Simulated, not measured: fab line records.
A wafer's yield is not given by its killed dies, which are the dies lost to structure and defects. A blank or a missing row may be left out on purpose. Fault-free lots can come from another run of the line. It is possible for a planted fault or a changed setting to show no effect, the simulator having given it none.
The tool behind it: which one?	flow nand-harc	Sampling: 9 lots, 27 wafers, 6 of 1302 route steps

## WHAT THE GAUGES SHOWED, per wafer
NHARC_END_WLT_00.
lot	measured	on	VT_DECK1_BOTTOM
L475	day 25 08:56	prober-01	0.886 0.869 0.875
L474	day 25 08:58	prober-02	0.866 0.875 0.880
L476	day 26 21:05	prober-01	0.884 0.869 0.879
L483	day 28 06:41	prober-01	0.865 0.863 0.860
L484	day 29 17:08	prober-01	0.875 0.865 0.866
L485	day 31 11:07	prober-02	0.869 0.867 0.875
L491	day 32 03:29	prober-01	0.873 0.875 0.872
L493	day 33 00:00	prober-01	0.868 0.860 0.857
L494	day 33 15:06	prober-01	0.874 0.880 0.870

## WHAT TOOL EACH LOT RAN ON (gives the tool, then ch and the chambers of the sampled wafers, and finally the start)
lot	NHARC_A_CHANNEL_HOLE_D1_ETCH_20	NHARC_A_CHANNEL_HOLE_D1_ETCH_22	NHARC_A_CHANNEL_HOLE_D1_ETCH_33	NHARC_A_CHANNEL_HOLE_D1_XSEM_31	NHARC_A_CHANNEL_FILL_D1_ALD_03
L475	har-etch-01 ch 0,1, day 9 20:29	har-etch-01 ch 0,1, day 9 21:17	har-etch-01 ch 0,1, day 10 00:19	xsem-01 ch 0, day 10 01:54	ald-sin-batch-01 ch 0, day 25 08:56 or earlier
L474	har-etch-01 ch 0,1, day 10 00:37	har-etch-01 ch 0,1, day 10 01:25	har-etch-01 ch 0,1, day 10 04:28	xsem-02 ch 0, day 10 06:04	ald-sin-batch-01 ch 0, day 25 08:58 or earlier
L476	har-etch-02 ch 0,1, day 10 10:43	har-etch-02 ch 0,1, day 10 11:36	har-etch-02 ch 0,1, day 10 14:31	xsem-02 ch 0, day 10 16:04	ald-sin-batch-02 ch 0, day 26 21:05 or earlier
L483	har-etch-01 ch 0,1, day 13 15:44	har-etch-01 ch 0,1, day 13 16:31	har-etch-01 ch 0,1, day 13 19:34	xsem-02 ch 0, day 13 21:15	ald-sin-batch-02 ch 0, day 28 06:41 or earlier
L484	har-etch-01 ch 0,1, day 13 19:50	har-etch-01 ch 0,1, day 13 20:35	har-etch-01 ch 0,1, day 13 23:40	xsem-01 ch 0, day 14 05:24	ald-sin-batch-02 ch 0, day 29 17:08 or earlier
L485	har-etch-02 ch 0,1, day 14 14:26	har-etch-02 ch 0,1, day 14 15:11	har-etch-02 ch 0,1, day 14 18:17	xsem-02 ch 0, day 14 19:55	ald-sin-batch-03 ch 0, day 31 11:07 or earlier
L491	har-etch-01 ch 0,1, day 16 19:14	har-etch-01 ch 0,1, day 16 19:59	har-etch-01 ch 0,1, day 16 23:06	xsem-02 ch 0, day 17 00:44	ald-sin-batch-01 ch 0, day 32 03:29 or earlier
L493	har-etch-01 ch 0,1, day 17 11:49	har-etch-01 ch 0,1, day 17 12:34	har-etch-01 ch 0,1, day 17 15:41	xsem-02 ch 0, day 17 17:19	ald-sin-batch-03 ch 0, day 33 00:00 or earlier
L494	har-etch-01 ch 0,1, day 18 02:14	har-etch-01 ch 0,1, day 18 02:59	har-etch-01 ch 0,1, day 18 07:42 or earlier	xsem-02 ch 0, day 18 07:42	ald-sin-batch-01 ch 0, day 33 15:06 or earlier
- NHARC_A_CHANNEL_HOLE_D1_ETCH_20: etches the open film in C4F8/O2/Ar, time 361.9 s, target depth 1600 nm.
- NHARC_A_CHANNEL_HOLE_D1_ETCH_22: etches the open film in C4F8/O2/Ar, time 666.7 s, target depth 1600 nm.
- NHARC_A_CHANNEL_HOLE_D1_ETCH_33: etches the open film in C4F8/O2/Ar, time 90 s, target depth 400 nm.
- NHARC_A_CHANNEL_HOLE_D1_XSEM_31
- NHARC_A_CHANNEL_FILL_D1_ALD_03: deposits SiNx, target thk 6 nm, pulse time 60 s, ald cycles 58.

## THE ANSWER, worked out from the rows above alone
Rule: the usual values come from the lots themselves. Put in order of their means at a reading, lots are off if they are a third of the lots or fewer, leave a main group of 4 or more, and stand apart from it by a gap of 3 or more times the standard deviation of the main group's means; of several such gaps the widest counts. If all means in a main group match to the digits the tables above print for the reading, that group is not used. Also off: a lot with no number at a reading for which 4 or more lots have one. All remaining lots with rows at the step are treated as sound.
No lot is off at any reading shown: from this, nothing can be told.

## WHAT THE SIMULATOR HAD INSERTED
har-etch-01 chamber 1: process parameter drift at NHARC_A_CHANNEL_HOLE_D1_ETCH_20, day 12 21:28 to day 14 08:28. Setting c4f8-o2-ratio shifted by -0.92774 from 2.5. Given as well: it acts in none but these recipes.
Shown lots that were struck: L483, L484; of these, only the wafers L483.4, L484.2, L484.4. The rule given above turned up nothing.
